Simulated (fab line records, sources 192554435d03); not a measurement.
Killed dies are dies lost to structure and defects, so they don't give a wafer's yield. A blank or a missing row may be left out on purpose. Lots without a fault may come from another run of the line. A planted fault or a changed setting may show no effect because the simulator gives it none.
fab line records | flow n5_finfet
record lots=3 wafers=8 last_day=18
route steps=1938 shown BEOL_M14@1761 BEOL_M15@1773
lots that met no fault: from a run of the same line without faults
start_h: hours from the record's first day to the start of the lot's first wafer shown | wait_h: hours since the lot's step before | " the same as in the row above | L1.1+2: a row that stands for several wafers | - no value, or no start given | * or withheld: withheld | < > ~ a bound
route shown NAME@n: a module of which the file shows steps, and the number in the route of the first | usual: mean/standard deviation of fault-free wafers | same: alike in all rows | chamber/n: place in a boat | sites: the reading at each site | _std_site: their standard deviation | _edge_site: outer sites' mean less inner sites' | radius_mm: how far each site lies from the wafer's centre | mask NAME#n: copy n | behind: the tool/chamber that last shaped the wafer | hold: why the lot was held/for how many hours/how that ended | device: the transistor (n, p or np) that didn't switch | end of line: the same wafers' tests at the end of the route | a step without rows: its recipe alone | killed: dies lost to structure and defects at the first sort, not the wafer's yield | map: a wafer's dies, x killed, . not, _ none there
set.NAME: the setting as run; set.NAME@STEP: as run at that earlier step | model.NAME: the simulator's own value behind a step, which no gauge read
lots at some steps of the route; a table a step, a row a wafer
services: from which hour (start_h, from the record's first day; less than 0 if before it) a tool's chamber was out of use, for how many hours, and why
## steps
# step N5_BEOL_M14_PRE_CLEAN_42
# recipe gas=H2/He time_s=30 temp_c=300
# step N5_BEOL_M14_SPUTTER_43
# recipe material=TaN target_thk_a=150 temp_c=50 bias_v=168.6 power_w=15000 chamber_pressure_pa=0.12 time_s=24.19
# step N5_BEOL_M14_SPUTTER_44
# recipe material=Ta target_thk_a=150 temp_c=50 bias_v=80 power_w=15000 chamber_pressure_pa=0.07 time_s=24.19
# step N5_BEOL_M14_SPUTTER_45
# recipe material=Cu target_thk_a=1000 temp_c=-20 bias_v=60 power_w=26000 chamber_pressure_pa=0.13 time_s=16.67
# step N5_BEOL_M14_ECD_47
# recipe material=Cu target_thk_a=12480
# step N5_BEOL_M14_ANNEAL_48
# recipe temp_c=225 time_s=90 ambient=N2
# step N5_BEOL_M14_CMP_49
# recipe stop_on=SiO2 t_overpolish_s=5.2 down_force_psi=2 platen_rpm=80 clearing_platen_down_force_psi=2 clearing_platen_rpm=80 post_cmp_clean=cu_alkaline target_thk_nm=560 clearing_platen_pad_velocity_m_s=1.5917 pad_velocity_m_s=1.5917
# step N5_BEOL_M14_PRE_CLEAN_52
# recipe gas=NH3 time_s=15 temp_c=withheld rf_power_w=300
# step N5_BEOL_M14_DEP_53
# recipe material=SiCN target_thk_a=500 temp_c=withheld precursor=3MS/NH3 pressure_torr=3 rf_w=675 time_s=17.8
# step N5_BEOL_M15_ILD_DEP_00
# recipe material=SiO2 target_thk_a=16293 temp_c=400 precursor=TEOS/O2 pressure_torr=6.5 rf_w=900 teos_flow_sccm=161.4 gas=O2 flow_sccm=2650 time_s=346.1
# usual heater_power_w=558/120 run_length_s=389.2/0.74 showerhead_plenum_p_Torr=8.37/0.05 throttle_valve_pct=18.8/0.52
# columns lot.wafer tool chamber start_h wait_h heater_power_w run_length_s showerhead_plenum_p_Torr throttle_valve_pct model.SiO2_of_BEOL_M15_ILD_DEP_00.thk_nm
L256.2 pecvd-02 0 290.98 0.0 415 390.0 8.40 18.9 1612
L256.5 " 1 " " 591 329.9 8.41 19.7 1334
L256.6 " 0 " " 504 390.2 8.39 19.1 1645
L265.1 pecvd-04 2 390.09 0.0 843 388.8 8.46 18.5 1628
L265.5 " 0 " " 467 389.0 8.41 18.8 1625
L266.1 pecvd-02 0 394.28 0.0 439 390.7 8.40 19.1 1615
L266.3 " 1 " " 547 388.5 8.38 19.5 1585
L266.5 " 2 " " 407 389.4 8.28 19.0 1626
# step N5_BEOL_M15_THK_MEAS_01
# recipe reads=SiO2_of_BEOL_M15_ILD_DEP_00
# usual M15_ILD_THK=1622/24
# columns lot.wafer tool chamber start_h wait_h M15_ILD_THK[nm]
L256.2 film_metro-02 - 291.23 0.1 1612
L256.5 " - " " 1334
L256.6 " - " " 1647
L265.1 film_metro-01 - 390.45 0.2 1629
L265.5 " - " " 1626
L266.1 film_metro-02 - 394.53 0.1 1615
L266.3 " - " " 1585
L266.5 " - " " 1627
# step N5_BEOL_M15_COAT_58
# recipe resist=BARC temp_c=205 time_s=60 spin_rpm=1500 resist_thk_nm=89
# step N5_BEOL_M15_COAT_04
# recipe spin_rpm=1704 resist_thk_nm=800
# step N5_BEOL_M15_EBR_06
# recipe solvent=PGMEA ebr_width_mm=1.5
# step N5_BEOL_M15_SOFTBAKE_05
# recipe temp_c=130 time_s=60
# step N5_BEOL_M15_EXPOSE_07
# recipe mask_id=V14 na=0.8 source_shape=annular sigma_inner=0.5 sigma_outer=0.8 polarization=unpolarized attpsm_phase_deg=180 dose_mj=41.25
# step N5_BEOL_M15_PEB_08
# recipe peb_temp_c=130 peb_time_s=90
# step N5_BEOL_M15_DEVELOP_09
# recipe develop_time_s=45 rinse_liquid=diw dry=air_spin dev_temp_c=21
# step N5_BEOL_M15_HARDBAKE_14
# recipe temp_c=130 time_s=120
# step N5_BEOL_M15_DESCUM_15
# recipe chemistry=O2 time_s=7.9 source_power_w=50 bias_power_w=20 pressure_mtorr=20 rf_frequency_hz=2.712e+07 temp_c=40 o2_flow_sccm=225
# step N5_BEOL_M15_ETCH_59
# recipe chemistry=N2/H2 target=BARC target_depth_a=890 overetch_a=267 time_s=67.9 ion_energy_ev=200 pressure_mtorr=30 source_w=840 bias_w=150 n2_flow_sccm=200 h2_flow_sccm=200
# step N5_BEOL_M15_VIA_ETCH_16
# recipe chemistry=C4F8/O2/Ar target=SiO2 he_inner_torr=15 he_outer_torr=30 target_depth_a=17922 time_s=withheld ion_energy_ev=800 pressure_mtorr=20 source_w=1905 bias_w=2040 Ar_flow_sccm=400 C4F8_flow_sccm=16 O2_flow_sccm=12 ends=cleared
# usual drypump_motor_current_A=5.9/0.32 oes_product_au=0.74/0.078 rf_vpp_V=2212/54 showerhead_plenum_p_Torr=3.43/0.15 throttle_valve_pct=30.91/0.29
# columns lot.wafer tool chamber start_h wait_h drypump_motor_current_A oes_product_au rf_vpp_V showerhead_plenum_p_Torr throttle_valve_pct model.etch.depth_nm model.coat_of_BEOL_M15_COAT_04.thk_nm
L256.2 rie_diel-06 0 292.04 0.0 5.5 0.85 2225 3.67 30.77 1612 334.4
L256.5 " 0 " " 5.5 0.85 2226 3.67 30.77 1334 397.8
L256.6 " 1 " " 6.2 0.76 2196 3.37 31.19 1645 329.6
L265.1 rie_diel-06 0 390.92 0.0 5.5 0.80 2224 3.66 30.79 1628 326.4
L265.5 " 1 " " 6.2 0.72 2195 3.36 31.24 1625 335
L266.1 rie_diel-06 3 395.01 0.0 6.0 0.64 2129 3.33 31.29 1615 340
L266.3 " 0 " " 5.5 0.80 2225 3.66 30.80 1585 344.4
L266.5 " 0 " " 5.5 0.81 2225 3.66 30.78 1626 332.6
# step N5_BEOL_M15_STRIP_63
# recipe chemistry=O2 power_w=600 temp_c=60 pressure_mtorr=30 rf_frequency_hz=6e+07 bias_power_w=0 overash_fraction=0.3 o2_flow_sccm=225
# step N5_BEOL_M15_STRIP_64
# recipe chemistry=O2 power_w=600 temp_c=60 pressure_mtorr=30 rf_frequency_hz=6e+07 bias_power_w=0 overash_fraction=0.3 o2_flow_sccm=225
# step N5_BEOL_M15_STRIP_65
# recipe chemistry=post_etch_residue_remover time_s=60 temp_c=25 remover_ph=withheld remover_water_wt_pct=withheld remover_fluoride_wt_pct=withheld
# step N5_BEOL_M15_SRD_66
# recipe time_s=30 temp_c=23 rinse_liquid=diw dry=n2_spin spin_rpm=1500 dry_time_s=30
# step N5_BEOL_M15_COAT_56
# recipe resist=SOC temp_c=250 time_s=60 spin_rpm=1500 resist_thk_nm=550
# step N5_BEOL_M15_ETCH_57
# recipe chemistry=N2/H2 target=SOC source_w=3000 bias_w=350 time_s=750 ion_energy_ev=200 pressure_mtorr=30 n2_flow_sccm=200 h2_flow_sccm=200
# step N5_BEOL_M15_COAT_60
# recipe resist=BARC temp_c=205 time_s=60 spin_rpm=1500 resist_thk_nm=89
# step N5_BEOL_M15_COAT_22
# recipe spin_rpm=1704 resist_thk_nm=800
# step N5_BEOL_M15_EBR_24
# recipe solvent=PGMEA ebr_width_mm=1.5
# step N5_BEOL_M15_SOFTBAKE_23
# recipe temp_c=130 time_s=60
# step N5_BEOL_M15_EXPOSE_25
# recipe mask_id=M15 na=0.8 source_shape=annular sigma_inner=0.5 sigma_outer=0.8 polarization=unpolarized target_cd_nm=400 dose_mj=35.5
# step N5_BEOL_M15_PEB_26
# recipe peb_temp_c=130 peb_time_s=90
# step N5_BEOL_M15_DEVELOP_27
# recipe develop_time_s=45 rinse_liquid=diw dry=air_spin dev_temp_c=21
# step N5_BEOL_M15_CMP_49
# recipe stop_on=SiO2 t_overpolish_s=4.9 down_force_psi=2 platen_rpm=80 clearing_platen_down_force_psi=2 clearing_platen_rpm=80 post_cmp_clean=cu_alkaline target_thk_nm=850 clearing_platen_pad_velocity_m_s=1.5917 pad_velocity_m_s=1.5917
# usual clearing_platen_rpm=80.00/0.04 motor_current_A=8.2/0.91 retaining_ring_pressure_frac=1.000/0.0044
# columns lot.wafer tool chamber start_h wait_h clearing_platen_rpm motor_current_A retaining_ring_pressure_frac model.SiO2_of_BEOL_M15_ILD_DEP_00.thk_nm
L256.2 cmp-03 1 297.45 0.3 80.02 7.4 1.006 1532
L256.5 " 2 " " 80.01 7.9 0.998 1254
L256.6 " 3 " " 79.94 8.3 1.007 1567
L265.1 cmp-03 2 395.47 0.5 80.01 8.3 0.999 1549
L265.5 " 0 " " 80.03 9.4 1.006 1547
L266.3 cmp-04 1 403.29 0.2 80.02 8.9 0.998 1506
L266.1 " 3 " " 80.00 8.2 1.003 1534
L266.5 " 0 " " 80.01 7.2 0.997 1548
## services
# columns tool chamber start_h hours kind
cmp-03 - 272.64 0.3 repair
cmp-04 - 285.55 4.0 pm
cmp-04 - 289.55 - consumable_replace:conditioner
cmp-04 - 289.55 - consumable_replace:pad
rie_diel-06 - 318.79 1.1 repair
pecvd-04 0 328.05 5.5 scheduled_down
cmp-03 - 332.55 0.6 repair
cmp-03 - 335.14 7.4 pm
pecvd-02 0 346.60 2.1 scheduled_down
pecvd-04 - 350.50 5.5 pm
pecvd-04 - 359.46 1.0 repair
rie_diel-06 0 366.77 5.4 repair
pecvd-04 - 370.94 11.4 repair
pecvd-04 1 383.62 - clean
pecvd-04 1 383.62 - consumable_replace:showerhead
pecvd-04 1 383.62 29.0 scheduled_down
pecvd-04 1 383.62 29.0 vent_cycle
cmp-04 - 392.10 5.1 pm
rie_diel-06 3 398.14 6.2 repair
## key
first_sign step=N5_BEOL_M15_ILD_DEP_00 reading=run_length_s direction=down sigmas=80 usual=* struck=*
effect step=N5_BEOL_M15_THK_MEAS_01 reading=M15_ILD_THK direction=down sigmas=12 usual=1622 struck=1334
model_effect step=N5_BEOL_M15_ILD_DEP_00 value=SiO2_of_BEOL_M15_ILD_DEP_00.thk_nm without=1613 struck=1334
model_effect step=N5_BEOL_M15_VIA_ETCH_16 value=etch.depth_nm without=1613 struck=1334
model_effect step=N5_BEOL_M15_CMP_49 value=SiO2_of_BEOL_M15_ILD_DEP_00.thk_nm without=1533 struck=1254
met_at N5_BEOL_M15_ILD_DEP_00
struck_wafers L256.5
baseline_loss step=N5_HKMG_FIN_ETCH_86 wafers=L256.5
fault kind=process_parameter_drift tool=pecvd-02 chamber=- onset_h=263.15 steps=N5_BEOL_M15_ILD_DEP_00 channel=time_s offset=* shape=step end_h=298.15 scope=struck_wafers_only acts_in=* stated=*
# baseline_loss: these wafers lose ten dies or more at that step, a loss of the line's own and not of a fault; the sort's usual values leave them out
